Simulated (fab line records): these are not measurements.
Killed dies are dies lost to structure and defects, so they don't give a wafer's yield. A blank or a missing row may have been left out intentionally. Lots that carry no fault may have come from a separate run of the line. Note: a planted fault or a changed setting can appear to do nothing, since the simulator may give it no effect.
Which of the tools did it? + flow n5 finfet + 24 lots, 72 wafers sampled, at 1 step of a route of 1938

WHAT THE GAUGES READ, wafer by wafer
N5_BEOL_M3_CD_MEAS_35: target cd 18 nm, target cd y 21 nm.
| lot  | measured     | on        | cd nm (nm)     |
|------|--------------|-----------|----------------|
| L074 | day 7 14:37  | cd sem-03 | 17.8 18.3 18.0 |
| L075 | day 7 16:46  | cd sem-01 | 18.2 18.3 17.7 |
| L076 | day 8 02:09  | cd sem-03 | 18.2 18.4 18.1 |
| L078 | day 8 22:08  | cd sem-03 | 18.4 18.0 18.4 |
| L077 | day 9 05:21  | cd sem-02 | 17.9 18.3 18.2 |
| L079 | day 10 02:16 | cd sem-01 | 17.6 17.8 17.4 |
| L080 | day 10 02:28 | cd sem-01 | 18.3 18.0 17.9 |
| L081 | day 10 05:16 | cd sem-02 | 18.4 18.5 18.2 |
| L082 | day 10 05:30 | cd sem-01 | 17.5 17.7 17.5 |
| L083 | day 10 13:22 | cd sem-01 | 17.5 17.9 17.6 |
| L084 | day 10 21:48 | cd sem-01 | 17.5 18.2 18.1 |
| L087 | day 11 00:44 | cd sem-01 | 18.0 18.9 18.4 |
| L085 | day 11 23:04 | cd sem-01 | 18.6 18.0 18.5 |
| L086 | day 12 00:17 | cd sem-02 | 18.4 17.7 18.1 |
| L089 | day 12 03:32 | cd sem-02 | 18.3 17.8 17.8 |
| L088 | day 12 04:02 | cd sem-03 | 18.0 17.8 17.5 |
| L091 | day 12 07:32 | cd sem-03 | 18.0 18.0 17.5 |
| L092 | day 12 12:26 | cd sem-02 | 18.7 18.8 18.4 |
| L090 | day 12 13:05 | cd sem-02 | 17.6 18.2 18.2 |
| L093 | day 12 19:33 | cd sem-02 | 17.7 18.1 17.7 |
| L095 | day 13 08:38 | cd sem-01 | 17.8 17.5 18.2 |
| L094 | day 13 17:24 | cd sem-02 | 17.7 17.8 17.4 |
| L096 | day 14 02:58 | cd sem-03 | 18.0 18.1 17.8 |
| L097 | day 14 07:58 | cd sem-01 | 18.2 17.6 18.1 |

TOOL THAT RAN EACH LOT (tool first, then ch and the chambers of the sampled wafers, then the start)
No process step before these readings appears in the record.

WHAT THE TOOLS THEMSELVES READ (means of the sampled wafers that have a number; where no wafer has one, the mark that the record gives instead)
The record holds no such reading with a usual standard deviation.

THE ANSWER, worked out from the rows above alone
Rule: the usual values come from the lots themselves. The widest of any qualifying gaps counts: lots, ordered by their means at a reading, are off when they make up no more than a third of the lots, leave a main group of 4 or more, and stand apart from it by 3 or more times the standard deviation of that group's means. A main group is skipped when, at the precision printed for the reading in the tables above, its means are all equal. Also off: a lot with no number at a reading for which 4 or more lots have one. All remaining lots with rows at the step are treated as sound. Order of review: gauges by route order, followed by the tools' own readings, for which a lot's mean as printed above is used. The first step at which some lot is off is used, and at that step the reading that is off furthest; a lot without a number counts as furthest.
No lot is off at any reading shown: from this, nothing can be told.

WHAT THE SIMULATOR HAD INSERTED
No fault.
